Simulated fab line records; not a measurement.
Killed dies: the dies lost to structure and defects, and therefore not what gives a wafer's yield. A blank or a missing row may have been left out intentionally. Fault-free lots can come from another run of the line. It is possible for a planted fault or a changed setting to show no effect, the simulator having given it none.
Split-lot study + flow n5Finfet + 39 wafers read from 7 lots, route of 1938 steps

THE SPLIT
At N5_DUMMY_GATE_ETCH_31 (etches SiO2 in C4F6/O2, target depth 82.5 nm, time 27.5 s), the setting targetDepthA was moved away from the recipe's 825 angstrom on 15 of the 39 wafers read, by -12.2% to +4.0%. The other wafers ran this setting at the recipe's value.

The reading is taken at the split's own step.

THE READING
SOC_of_DUMMY_GATE_COAT_34.thkNm (the simulator's own value, which no gauge read), in nm, at N5_DUMMY_GATE_ETCH_31 (etches SiO2 in C4F6/O2, target depth 82.5 nm, time 27.5 s). The file does not state a usual value for it. Across the 24 wafers here that went through the recipe, the average is 51.8 nm and the standard deviation 0.19 nm.

| wafer  | tool, chamber at the split | targetDepthA as run, angstrom | against the recipe | SOC_of_DUMMY_GATE_COAT_34.thkNm, nm | against lot-mates on the recipe |
|--------|----------------------------|-------------------------------|--------------------|-------------------------------------|---------------------------------|
| L075.1 | rieDiel-05, 1              | 825                           | recipe             | 51.6                                | -                               |
| L075.2 | rieDiel-05, 2              | 724.2                         | -12.2%             | 52.8                                | +1.1                            |
| L075.3 | rieDiel-05, 3              | 724.2                         | -12.2%             | 52.6                                | +0.9                            |
| L075.4 | rieDiel-05, 1              | 724.2                         | -12.2%             | 52.8                                | +1.1                            |
| L075.5 | rieDiel-05, 2              | 825                           | recipe             | 52                                  | -                               |
| L075.6 | rieDiel-05, 3              | 825                           | recipe             | 51.4                                | -                               |
| L076.1 | rieDiel-05, 0              | 737.6                         | -10.6%             | 52.6                                | +0.8                            |
| L076.2 | rieDiel-05, 3              | 825                           | recipe             | 51.8                                | -                               |
| L076.3 | rieDiel-05, 1              | 825                           | recipe             | 51.8                                | -                               |
| L076.4 | rieDiel-05, 0              | 737.6                         | -10.6%             | 53                                  | +1.2                            |
| L076.5 | rieDiel-05, 3              | 737.6                         | -10.6%             | 52.8                                | +1.0                            |
| L076.6 | rieDiel-05, 1              | 825                           | recipe             | 51.8                                | -                               |
| L082.1 | rieDiel-05, 1              | 825                           | recipe             | 51.8                                | -                               |
| L082.2 | rieDiel-05, 3              | 825                           | recipe             | 51.8                                | -                               |
| L082.3 | rieDiel-05, 0              | 825                           | recipe             | 51.8                                | -                               |
| L082.4 | rieDiel-05, 2              | 825                           | recipe             | 52                                  | -                               |
| L082.5 | rieDiel-05, 1              | 825                           | recipe             | 52                                  | -                               |
| L082.6 | rieDiel-05, 0              | 825                           | recipe             | 51.8                                | -                               |
| L084.2 | rieDiel-06, 2              | 825                           | recipe             | 52                                  | -                               |
| L084.5 | rieDiel-06, 0              | 825                           | recipe             | 52.2                                | -                               |
| L084.6 | rieDiel-06, 1              | 825                           | recipe             | 52                                  | -                               |
| L085.1 | rieDiel-05, 3              | 825                           | recipe             | 51.8                                | -                               |
| L085.2 | rieDiel-05, 2              | 759.1                         | -8.0%              | 52.4                                | +0.7                            |
| L085.3 | rieDiel-05, 0              | 825                           | recipe             | 51.6                                | -                               |
| L085.4 | rieDiel-05, 1              | 825                           | recipe             | 51.6                                | -                               |
| L085.5 | rieDiel-05, 0              | 759.1                         | -8.0%              | 52.4                                | +0.7                            |
| L085.6 | rieDiel-05, 1              | 759.1                         | -8.0%              | 52.4                                | +0.7                            |
| L090.1 | rieDiel-05, 3              | 825                           | recipe             | 52.2                                | -                               |
| L090.2 | rieDiel-05, 2              | 825                           | recipe             | 52                                  | -                               |
| L090.3 | rieDiel-05, 1              | 858.4                         | +4.0%              | 51.8                                | -0.3                            |
| L090.4 | rieDiel-05, 2              | 858.4                         | +4.0%              | 51.4                                | -0.7                            |
| L090.5 | rieDiel-05, 1              | 825                           | recipe             | 52                                  | -                               |
| L090.6 | rieDiel-05, 3              | 858.4                         | +4.0%              | 51.6                                | -0.5                            |
| L097.1 | rieDiel-02, 2              | 781                           | -5.3%              | 52.2                                | +0.5                            |
| L097.2 | rieDiel-02, 1              | 825                           | recipe             | 51.8                                | -                               |
| L097.3 | rieDiel-02, 0              | 781                           | -5.3%              | 52.4                                | +0.7                            |
| L097.4 | rieDiel-02, 0              | 781                           | -5.3%              | 52.4                                | +0.7                            |
| L097.5 | rieDiel-02, 2              | 825                           | recipe             | 51.6                                | -                               |
| L097.6 | rieDiel-02, 1              | 825                           | recipe             | 51.8                                | -                               |

THE FIT
A straight line over all 39 wafers: SOC_of_DUMMY_GATE_COAT_34.thkNm changes by -0.0775 nm for each +1% of targetDepthA; r = -0.90; the points scatter about the line by 0.18 nm.
The same after taking each lot's own level away (the mean of its wafers on the recipe; 39 wafers): -0.0939 nm for each +1%; r = -0.96; scatter 0.13 nm.
According to that fit, moving targetDepthA by its largest amount changes the reading by 1.1 nm.
The span of the lots' own levels, 51.67 to 52.07 nm, comes to 2.1 times the standard deviation stated above.
So the lot-to-lot level changes the slope: the two fits differ.
Check: +1.14 nm against its lot-mates is what the line predicts for one of the wafers moved furthest among these (-12.2%) when that wafer is left out of the fit. Against them it came out at +1.13 nm.

THESE WAFERS: OTHER SPLITS
Before the reading, these wafers also passed through other splits. Each is held against what the fit with the lots' levels taken away leaves over:
| other split on the same wafers      | wafers away from the commonest value | r with SOC_of_DUMMY_GATE_COAT_34.thkNm (lot level and that fit taken away) |
|-------------------------------------|--------------------------------------|----------------------------------------------------------------------------|
| N5_WELL_APT_EXPOSE_22 doseMj        | 18                                   | +0.26                                                                      |
| N5_FIN_SAQP_ALD_61 tempC            | 9                                    | +0.40                                                                      |
| N5_FIN_CUT_CUT_ETCH_15 targetDepthA | 15                                   | +0.16                                                                      |
| N5_DUMMY_GATE_ETCH_37 sourceW       | 12                                   | +0.14                                                                      |

THE WHOLE CHAIN: every reading that the file lists as answering this split, in the file's order
| step                  | what it does                                              | reading                                                                          | change (the file's fit)                | r (the file's) |
|-----------------------|-----------------------------------------------------------|----------------------------------------------------------------------------------|----------------------------------------|----------------|
| N5_DUMMY_GATE_ETCH_31 | etches SiO2 in C4F6/O2, target depth 82.5 nm, time 27.5 s | etch.depthNm (the simulator's own value, which no gauge read)                    | +0.88 nm for each +1% of the setting   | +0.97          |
| N5_DUMMY_GATE_ETCH_31 | etches SiO2 in C4F6/O2, target depth 82.5 nm, time 27.5 s | SOC_of_DUMMY_GATE_COAT_34.thkNm (the simulator's own value, which no gauge read) | -0.0934 nm for each +1% of the setting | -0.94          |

THE FILE'S OWN FIT
SOC_of_DUMMY_GATE_COAT_34.thkNm changes by -0.0934 nm for each +1% of targetDepthA, r = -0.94.
